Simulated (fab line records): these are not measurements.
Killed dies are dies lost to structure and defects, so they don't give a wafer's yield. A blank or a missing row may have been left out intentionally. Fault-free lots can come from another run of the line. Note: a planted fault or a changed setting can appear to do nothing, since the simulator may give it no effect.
Chamber matching    flow n5Finfet    4 sister chambers for N5_BEOL_M4_ETCH_77 on rieDiel-06
The step etches underlayer in N2/H2, target depth 6.5 nm, time 5.2 s. 8 wafers are shown with their chamber, then 7 later ones without.

== WAFERS WITH THEIR CHAMBER ==
wafer   chamber  showerheadPlenumPTorr (Torr)  throttleValvePct (%)
L077.2  3        2.41                          18.10
L080.3  2        2.49                          17.61
L080.4  0        2.70                          17.77
L090.1  0        2.69                          17.81
L090.2  2        2.48                          17.63
L090.4  1        2.52                          17.71
L092.1  1        2.51                          17.68
L092.2  3        2.72                          17.69

== WAFERS MISSING THEIR CHAMBER ==
wafer   showerheadPlenumPTorr (Torr)  throttleValvePct (%)
L092.6  2.47                          17.67
L094.1  2.47                          17.67
L094.3  2.72                          17.72
L094.4  2.51                          17.70
L096.1  2.47                          17.70
L096.5  2.68                          17.82
L096.6  2.51                          17.73

== CHAMBER TAKEN BY EACH ==
wafer   from the rows above                in truth
L092.6  can't be placed: 2 or 1 or 3 or 0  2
L094.1  can't be placed: 2 or 1 or 3 or 0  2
L094.3  can't be placed: 0 or 3 or 1 or 2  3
L094.4  can't be placed: 1 or 2 or 3 or 0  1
L096.1  can't be placed: 1 or 2 or 3 or 0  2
L096.5  can't be placed: 0 or 3 or 1 or 2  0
L096.6  can't be placed: 1 or 2 or 3 or 0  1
Placed correctly: 0 of 7. These rows do not allow placing 7 (true chamber among the candidates in 7). 0 placed wrongly.
How it was worked out, from the rows above alone: a wafer's distance from a chamber is the root of the sum, over the readings, of the square of ((its reading less the chamber's mean) divided by the reading's scatter). If the next closest chamber is less than 2 further off than the closest, the wafer can't be placed; otherwise it belongs to the closest. For every chamber, the mean is computed from those of its wafers that are shown. The scatter: take each reading less its chamber's mean, square it, sum over the shown wafers, divide by the number of wafers less the number of chambers, and take the root.
